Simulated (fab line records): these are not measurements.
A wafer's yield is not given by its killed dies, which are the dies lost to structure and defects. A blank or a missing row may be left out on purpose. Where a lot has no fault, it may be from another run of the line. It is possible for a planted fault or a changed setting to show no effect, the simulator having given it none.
Comparing a struck lot with a sound one || flow nand_harc || 15 steps out of a route of 1302
Sound: these wafers, L323.3, L323.4, L323.6. Wafers L339.1, L339.4, L339.6 were the ones struck. Last of all comes the cause.
Per side, at each step with rows, come the tool, then ch with its chambers, and then its first start. Under that, the readings that differ: sound wafers || struck wafers || difference of the means || sigmas: that difference in standard deviations of wafers without a fault.
alike: a reading whose means differ by less than 2 such deviations, as well as words and numbers matching on both sides. not compared: withheld readings; readings where some wafer has no value; bounds like >300 that might hide an equal value; numbers whose values overlap and for which the record gives no deviation.
A row with sigmas, a row that says differs or no value, or rows on one side alone: a step with any of these is where the two part. When numbers do not overlap yet have no deviation, they are printed without sigmas and do not part them. A reading that every wafer of one side lacks parts them only if that side has two wafers or more.

NHARC_P_GATE_DESCUM_13: chemistry O2, time 3 s.
  sound on rie_diel-04 ch 0,1,3, day 4 08:42; struck on rie_diel-07 ch 1,3, day 11 04:52
  alike: drypump_motor_current_A, mfc_ar_sccm, o2_flow_sccm, oes_product_au, rf_vpp_V, showerhead_plenum_p_Torr, throttle_valve_pct
  not compared: rf_hours_counter_h
then, 6 steps without rows for these wafers: NHARC_P_GATE_ETCH_14 (etches SiO2 in dHF, target depth 48.8 nm); NHARC_P_GATE_STRIP_15 (strips in SPM, time 780 s); NHARC_P_GATE_PRECLEAN_71 (cleans in SC1); NHARC_P_GATE_SRD_72; NHARC_P_GATE_OXIDE_16 (material SiO2, target thk 3 nm, ox time 392 s); NHARC_P_GATE_CVD_17 (deposits poly-Si, target thk 150 nm, time 900 s).
NHARC_P_GATE_HM_DEP_102: deposits aC, target thk 120 nm.
  sound on acl_dep-02 ch 0, day 4 21:23; struck on acl_dep-01 ch 0, day 11 22:11
  alike: throttle_valve_pct
NHARC_P_GATE_DEP_103: deposits SiON, target thk 30 nm.
  sound on pecvd-03 ch 0,1,2, day 4 21:53; struck on pecvd-03 ch 0,2, day 11 22:52
  alike: heater_power_w
then, 3 steps without rows for these wafers: NHARC_P_GATE_DEHYDRATE_18 (time 120 s); NHARC_P_GATE_HMDS_19 (time 30 s); NHARC_P_GATE_COAT_20 (resist thk 90 nm).
NHARC_P_GATE_SOFTBAKE_21: time 55 s.
  sound on litho_track-06 ch 0, day 4 22:00; struck on litho_track-06 ch 0, day 11 23:00
{"reading": "heater_power_total_W (W)", "sound": "188.44 188.30 188.80", "struck": "195.51 195.35 195.39", "difference": "+6.90", "sigmas": "+46"}
next, for these wafers, 1 step has no rows: NHARC_P_GATE_EBR_22.
NHARC_END_SORT_01:
  the record has rows for the sound wafers here (prober-01 ch 0, day 24 13:56) and none for the struck ones

## WHERE THEY PART
At NHARC_P_GATE_SOFTBAKE_21 first; at NHARC_END_SORT_01 last (within this record only).

WHY: what had been put in by the simulator
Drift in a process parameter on litho_track-06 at NHARC_P_GATE_SOFTBAKE_21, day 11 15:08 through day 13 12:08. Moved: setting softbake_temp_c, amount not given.
